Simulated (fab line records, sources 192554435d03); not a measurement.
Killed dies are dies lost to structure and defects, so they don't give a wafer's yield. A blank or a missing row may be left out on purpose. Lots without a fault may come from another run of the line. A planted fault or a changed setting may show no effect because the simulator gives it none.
fab line records | flow n5_finfet
record lots=9 wafers=24 last_day=18
route steps=1938 shown WELL_APT@31 BEOL_M4@1111
lots that met no fault: from a run of the same line without faults
start_h: hours from the record's first day to the start of the lot's first wafer shown | wait_h: hours since the lot's step before | " the same as in the row above | L1.1+2: a row that stands for several wafers | - no value, or no start given | * or withheld: withheld | < > ~ a bound
route shown NAME@n: a module of which the file shows steps, and the number in the route of the first | usual: mean/standard deviation of fault-free wafers | same: alike in all rows | chamber/n: place in a boat | sites: the reading at each site | _std_site: their standard deviation | _edge_site: outer sites' mean less inner sites' | radius_mm: how far each site lies from the wafer's centre | mask NAME#n: copy n | behind: the tool/chamber that last shaped the wafer | hold: why the lot was held/for how many hours/how that ended | device: the transistor (n, p or np) that didn't switch | end of line: the same wafers' tests at the end of the route | a step without rows: its recipe alone | killed: dies lost to structure and defects at the first sort, not the wafer's yield | map: a wafer's dies, x killed, . not, _ none there
set.NAME: the setting as run; set.NAME@STEP: as run at that earlier step | model.NAME: the simulator's own value behind a step, which no gauge read
steps of the route over a sample of lots; a table a step, a row a wafer
services: from which hour (start_h, from the record's first day; less than 0 if before it) a tool's chamber was out of use, for how many hours, and why
## steps
# step N5_WELL_APT_DESCUM_13
# recipe chemistry=O2 time_s=7.9 source_power_w=50 bias_power_w=20 pressure_mtorr=20 rf_frequency_hz=2.712e+07 temp_c=40 o2_flow_sccm=225
# usual chamber_pressure_mTorr=19.999/0.019 drypump_motor_current_A=5.64/0.26 oes_product_au=0.80/0.1 rf_fwd_power_W=49.68/0.17 rf_vpp_V=242.9/1.3 showerhead_plenum_p_Torr=2.08/0.066 throttle_valve_pct=20.38/0.18
# columns lot.wafer tool chamber start_h wait_h chamber_pressure_mTorr drypump_motor_current_A oes_product_au rf_fwd_power_W rf_hours_counter_h rf_vpp_V showerhead_plenum_p_Torr throttle_valve_pct
L337.3 rie_diel-02 2 13.66 0.0 19.975 5.36 0.71 49.74 218 241.1 2.05 20.26
L337.5 " 0 " " 19.989 5.99 0.99 49.66 - 244.2 2.13 20.24
L340.1 rie_diel-02 0 32.26 0.2 19.977 5.97 0.97 50.02 14 245.4 2.12 20.25
L340.4 " 1 " " 19.967 5.56 0.73 49.80 222 240.4 1.96 20.31
L340.5 " 3 " " 20.008 6.08 0.78 49.85 - 243.2 2.13 20.32
L341.4 rie_diel-02 3 38.03 0.0 20.008 6.11 0.77 49.63 125 243.9 2.13 20.34
L341.5 " 3 " " 20.015 6.10 0.76 49.83 - 243.0 2.13 20.32
L341.6 " 2 " " 20.001 5.35 0.71 49.43 - 244.0 2.04 20.26
L344.2 rie_diel-01 2 57.59 1.8 20.006 5.82 0.82 49.87 84 242.4 2.06 20.43
L344.3 " 1 " " 20.000 5.54 0.69 49.45 214 245.8 2.15 20.46
L344.5 " 0 " " 20.001 5.71 0.93 49.67 - 242.6 2.06 20.39
L354.1 rie_diel-06 1 115.79 0.0 19.994 5.97 0.93 49.41 30 245.0 2.23 20.12
L354.3 " 3 " " 20.022 5.30 0.87 49.67 45 242.6 2.03 20.56
L354.5 " 3 " " 19.979 5.28 0.87 49.88 - 243.0 2.03 20.57
L356.1 rie_diel-06 0 127.95 0.1 19.962 5.71 0.75 49.32 147 240.6 2.01 20.82
L356.3 " 1 " " 20.009 5.97 0.94 49.48 34 246.1 2.23 20.13
L356.4 " 3 " " 20.000 5.26 0.87 49.91 49 242.6 2.03 20.56
L357.1 rie_diel-02 0 134.40 0.5 19.971 5.93 0.87 49.45 56 245.0 2.11 20.34
L357.4 " 2 " " 19.973 5.36 0.94 49.32 - 242.5 2.03 19.86
L358.2 rie_diel-06 3 139.91 0.0 20.015 5.27 0.86 49.59 54 243.0 2.02 20.57
L358.5 " 1 " " 19.968 5.96 0.93 49.65 - 244.6 2.23 20.14
L360.3 rie_diel-02 3 151.93 0.1 19.986 6.10 0.71 49.73 175 242.8 2.11 20.40
L360.5 " 3 " " 19.975 6.13 0.72 49.87 - 244.3 2.11 20.41
L360.6 " 2 " " 20.010 5.34 0.92 49.72 - 243.3 2.03 19.87
# step N5_WELL_APT_INSPECT_27
# recipe mode=adi inspect_instrument=macro
# usual raw_defect_count=2.1/1.5
# columns lot.wafer tool chamber start_h wait_h raw_defect_count
L337.3 defect_inspect-02 - 14.87 0.0 0
L337.5 " - " " 1
L340.1 defect_inspect-02 - 33.47 0.0 4
L340.4 " - " " 5
L340.5 " - " " 1
L341.4 defect_inspect-01 - 39.12 0.0 5
L341.5 " - " " 1
L341.6 " - " " 1
L344.2 defect_inspect-01 - 58.82 0.0 1
L344.3 " - " " 1
L344.5 " - " " 4
L354.1 defect_inspect-01 - 116.90 0.0 1
L354.3 " - " " 3
L354.5 " - " " 3
L356.1 defect_inspect-02 - 129.48 0.0 2
L356.3 " - " " 2
L356.4 " - " " 1
L357.1 defect_inspect-01 - 135.73 0.0 4
L357.4 " - " " 3
L358.2 defect_inspect-01 - 140.99 0.0 2
L358.5 " - " " 1
L360.3 defect_inspect-02 - 153.14 0.0 0
L360.5 " - " " 2
L360.6 " - " " 0
# step N5_WELL_APT_DESCUM_30
# recipe chemistry=O2 time_s=7.9 source_power_w=50 bias_power_w=20 pressure_mtorr=20 rf_frequency_hz=2.712e+07 temp_c=40 o2_flow_sccm=225
# usual chamber_pressure_mTorr=20.001/0.017 drypump_motor_current_A=5.65/0.29 oes_product_au=0.82/0.11 rf_fwd_power_W=49.67/0.17 rf_vpp_V=243.1/1.3 showerhead_plenum_p_Torr=2.08/0.077 throttle_valve_pct=20.38/0.2
# columns lot.wafer tool chamber start_h wait_h chamber_pressure_mTorr drypump_motor_current_A oes_product_au rf_fwd_power_W rf_hours_counter_h rf_vpp_V showerhead_plenum_p_Torr throttle_valve_pct
L337.3 rie_diel-01 1 14.91 0.0 19.996 5.56 0.70 49.37 193 243.7 2.15 20.43
L337.5 " 0 " " 20.026 5.70 0.68 49.63 - 241.8 2.06 20.84
L340.1 rie_diel-02 0 33.60 0.1 20.017 5.95 0.96 49.79 14 244.0 2.12 20.26
L340.4 " 3 " " 19.983 6.10 0.77 50.09 124 243.4 2.13 20.32
L340.5 " 2 " " 20.054 5.36 0.71 49.43 - 243.1 2.04 20.26
L341.4 rie_diel-02 1 39.15 0.0 20.001 5.56 0.73 49.80 224 242.2 1.96 20.32
L341.5 " 2 " " 19.995 5.36 0.70 49.30 - 242.8 2.04 20.28
L341.6 " 1 " " 19.987 5.56 0.71 49.86 - 241.3 1.96 20.32
L344.2 rie_diel-01 3 59.30 0.5 20.032 5.50 0.70 49.69 208 243.0 1.99 20.30
L344.3 " 2 " " 20.015 5.84 0.81 49.70 85 242.2 2.06 20.42
L344.5 " 1 " " 20.016 5.52 0.68 49.83 - 244.5 2.15 20.45
L354.1 rie_diel-02 3 116.94 0.0 20.009 6.12 0.74 49.84 160 243.3 2.11 20.37
L354.3 " 0 " " 20.000 5.97 0.87 49.74 48 244.5 2.11 20.30
L354.5 " 3 " " 20.014 6.09 0.74 50.05 - 244.2 2.11 20.38
L356.1 rie_diel-02 2 129.51 0.0 19.980 5.33 0.96 49.55 5 242.1 2.03 19.86
L356.3 " 0 " " 19.996 5.98 0.89 49.75 53 243.5 2.11 20.31
L356.4 " 2 " " 20.000 5.35 0.97 49.51 - 242.6 2.03 19.86
L357.1 rie_diel-06 2 135.78 0.0 20.007 5.14 0.92 49.58 20 245.1 2.15 20.45
L357.4 " 0 " " 19.993 5.68 0.74 49.81 149 241.1 2.00 20.84
L358.2 rie_diel-01 0 141.22 0.2 19.974 5.70 0.86 49.93 41 241.3 2.05 20.44
L358.5 " 0 " " 20.005 5.70 0.86 49.91 - 242.6 2.05 20.44
L360.3 rie_diel-02 0 153.17 0.0 20.006 5.96 0.87 49.71 63 244.6 2.11 20.32
L360.5 " 2 " " 19.989 5.35 0.91 49.77 - 243.4 2.03 19.89
L360.6 " 1 " " 20.001 5.56 0.96 49.80 - 245.1 2.21 19.89
# step N5_WELL_APT_IMPLANT_31
# recipe species=B energy_kev=60 dose_cm2=1.5e+13 tilt_deg=0 rotation_deg=0
# usual dose_ions_cm2=1.4999e+13/1.5e+10 faraday_current_uA=191/4.1 rotation_deg=0.003/0.02
# columns lot.wafer tool chamber start_h wait_h dose_ions_cm2 faraday_current_uA rotation_deg
L337.3 implanter-01 0 15.06 0.1 1.4998e+13 190 -0.061
L337.5 " 0 " " 1.4981e+13 201 -0.018
L340.1 implanter-01 0 33.70 0.1 1.499e+13 195 0.020
L340.4 " 0 " " 1.4994e+13 187 0.003
L340.5 " 0 " " 1.5017e+13 191 -0.027
L341.4 implanter-01 0 39.34 0.2 1.7375e+13 225 0.009
L341.5 " 0 " " 1.7357e+13 216 0.011
L341.6 " 0 " " 1.7403e+13 218 -0.006
L344.2 implanter-01 0 59.43 0.1 1.7372e+13 223 -0.002
L344.3 " 0 " " 1.7381e+13 218 -0.003
L344.5 " 0 " " 1.7341e+13 222 -0.035
L354.1 implanter-01 0 117.03 0.1 1.5014e+13 186 0.003
L354.3 " 0 " " 1.5024e+13 189 -0.010
L354.5 " 0 " " 1.5009e+13 192 0.022
L356.1 implanter-01 0 129.61 0.1 1.4979e+13 191 -0.005
L356.3 " 0 " " 1.5008e+13 194 -0.038
L356.4 " 0 " " 1.5016e+13 186 -0.029
L357.1 implanter-02 0 135.88 0.1 1.5015e+13 194 0.017
L357.4 " 0 " " 1.4998e+13 190 0.028
L358.2 implanter-01 0 141.35 0.1 1.4996e+13 192 0.024
L358.5 " 0 " " 1.4967e+13 190 0.019
L360.3 implanter-01 0 153.33 0.1 1.4982e+13 186 0.025
L360.5 " 0 " " 1.4992e+13 192 0.027
L360.6 " 0 " " 1.5e+13 197 0.000
# step N5_BEOL_M4_RC_MEAS_101
# usual DIBL_N=36.2/2.2 DIBL_P=36.1/2.8 IOFF_N=0.16/0.041 IOFF_P=0.21/0.047 ION_N=676/16 ION_P=463/11 RS_PWELL=3006/23 SS_N=71.6/0.78 SS_P=73.3/0.86 VT_N=249/3.8 VT_P=-251/3.9
# columns lot.wafer tool chamber start_h wait_h DIBL_N[mV/V] DIBL_P[mV/V] IOFF_N[nA/um] IOFF_P[nA/um] ION_N[uA/um] ION_P[uA/um] RS_PWELL[ohm/sq] SS_N[mV/dec] SS_P[mV/dec] VT_N[mV] VT_P[mV]
L337.3 prober-02 0 174.68 0.3 33.8 32.5 0.13 0.16 686 465 2999 70.7 72.0 250 -256
L337.5 " 0 " " 35.4 34.2 0.16 0.19 688 467 2999 70.9 72.9 248 -251
L341.4 prober-01 0 201.09 0.5 36.8 40.0 0.19 0.24 678 465 2735 71.8 74.2 247 -244
L341.5 " 0 " " 35.3 38.0 0.17 0.21 679 464 2766 71.6 73.3 246 -251
L341.6 " 0 " " 33.9 35.4 0.13 0.17 655 446 2754 71.1 73.2 253 -251
L340.1 prober-02 0 202.84 0.0 37.1 37.5 0.18 0.23 682 465 2996 72.0 73.7 246 -249
L340.4 " 0 " " 35.7 34.3 0.16 0.17 668 451 2968 72.5 73.5 251 -252
L340.5 " 0 " " 35.9 36.3 0.16 0.20 684 465 2988 71.1 73.9 250 -254
L344.2 prober-02 0 211.58 0.2 36.5 36.2 0.16 0.20 669 458 2754 71.7 73.7 254 -252
L344.3 " 0 " " 32.8 32.1 0.12 0.14 687 467 2763 70.5 72.4 252 -257
L344.5 " 0 " " 37.7 38.9 0.19 0.23 682 459 2766 72.2 74.6 249 -250
L354.1 prober-02 0 282.79 0.0 34.3 35.4 0.12 0.22 670 465 2961 71.2 73.6 252 -249
L354.3 " 0 " " 37.1 38.4 0.17 0.26 683 478 2972 72.3 74.2 249 -246
L354.5 " 0 " " 38.3 38.5 0.17 0.25 677 470 2999 72.5 74.3 248 -246
L356.1 prober-02 0 290.51 0.0 38.1 35.3 0.15 0.14 666 438 3005 72.8 72.7 253 -260
L356.3 " 0 " " 38.1 37.2 0.18 0.17 674 453 3002 71.8 73.1 247 -254
L356.4 " 0 " " 36.2 35.0 0.13 0.15 666 450 3027 70.9 73.0 252 -258
L357.1 prober-01 0 303.48 0.0 36.5 37.7 0.16 0.24 677 474 2944 70.9 74.4 250 -249
L357.4 " 0 " " 38.7 38.0 0.18 0.24 679 467 2953 71.6 74.2 252 -249
L358.2 prober-01 0 305.86 0.4 37.1 39.2 0.20 0.25 700 481 2988 71.7 74.1 246 -247
L358.5 " 0 " " 35.2 37.6 0.16 0.22 675 461 2986 71.9 73.6 248 -251
L360.3 prober-01 0 313.13 0.3 35.8 38.1 0.15 0.23 661 461 3036 70.6 74.0 250 -250
L360.5 " 0 " " 40.4 42.0 0.26 0.31 701 482 3037 72.5 75.7 242 -245
L360.6 " 0 " " 31.0 31.3 0.08 0.13 647 449 3031 69.6 71.7 260 -255
## services
# columns tool chamber start_h hours kind
rie_diel-02 - 9.60 0.6 repair
rie_diel-01 0 20.74 - clean
rie_diel-01 0 20.74 - consumable_replace:focus_ring
rie_diel-01 3 29.36 3.0 repair
rie_diel-06 3 30.44 18.3 repair
rie_diel-02 - 35.94 0.7 repair
rie_diel-01 2 43.46 8.9 repair
rie_diel-06 1 43.71 4.5 repair
rie_diel-06 - 47.01 29.9 repair
rie_diel-02 0 54.26 6.2 repair
rie_diel-02 1 73.48 4.4 repair
rie_diel-01 - 76.56 0.5 repair
rie_diel-02 2 91.30 - clean
rie_diel-02 2 91.30 - consumable_replace:focus_ring
rie_diel-02 2 91.30 27.5 scheduled_down
rie_diel-02 2 91.30 27.5 vent_cycle
rie_diel-06 0 99.42 8.1 repair
rie_diel-02 1 118.99 - clean
rie_diel-02 1 118.99 - consumable_replace:focus_ring
rie_diel-02 1 118.99 - consumable_replace:showerhead
rie_diel-02 1 118.99 17.1 scheduled_down
rie_diel-02 1 118.99 17.1 vent_cycle
rie_diel-06 - 140.11 2.3 repair
rie_diel-01 0 144.40 8.7 repair
## key
first_sign step=N5_WELL_APT_IMPLANT_31 reading=dose_ions_cm2 direction=up sigmas=99+ usual=1.4999e+13 struck=1.7372e+13
effect step=N5_WELL_APT_IMPLANT_31 reading=faraday_current_uA direction=up sigmas=7.1 usual=191 struck=220
effect step=N5_BEOL_M4_RC_MEAS_101 reading=RS_PWELL direction=down sigmas=11 usual=3006 struck=2756
met_at N5_WELL_APT_IMPLANT_31
struck_lots L341,L344
baseline_loss step=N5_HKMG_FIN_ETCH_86 wafers=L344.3
not_acting_at N5_WELL_APT_DESCUM_13,N5_WELL_APT_INSPECT_27,N5_WELL_APT_DESCUM_30
onset_between 33.70 39.34
fault kind=process_parameter_drift tool=implanter-01 chamber=- onset_h=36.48 steps=N5_WELL_APT_IMPLANT_31 channel=dose_cm2 offset=2.3709e+12 shape=step end_h=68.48 acts_in=these_recipes_only stated=1.5e+13
# baseline_loss: these wafers lose ten dies or more at that step, a loss of the line's own and not of a fault; the sort's usual values leave them out
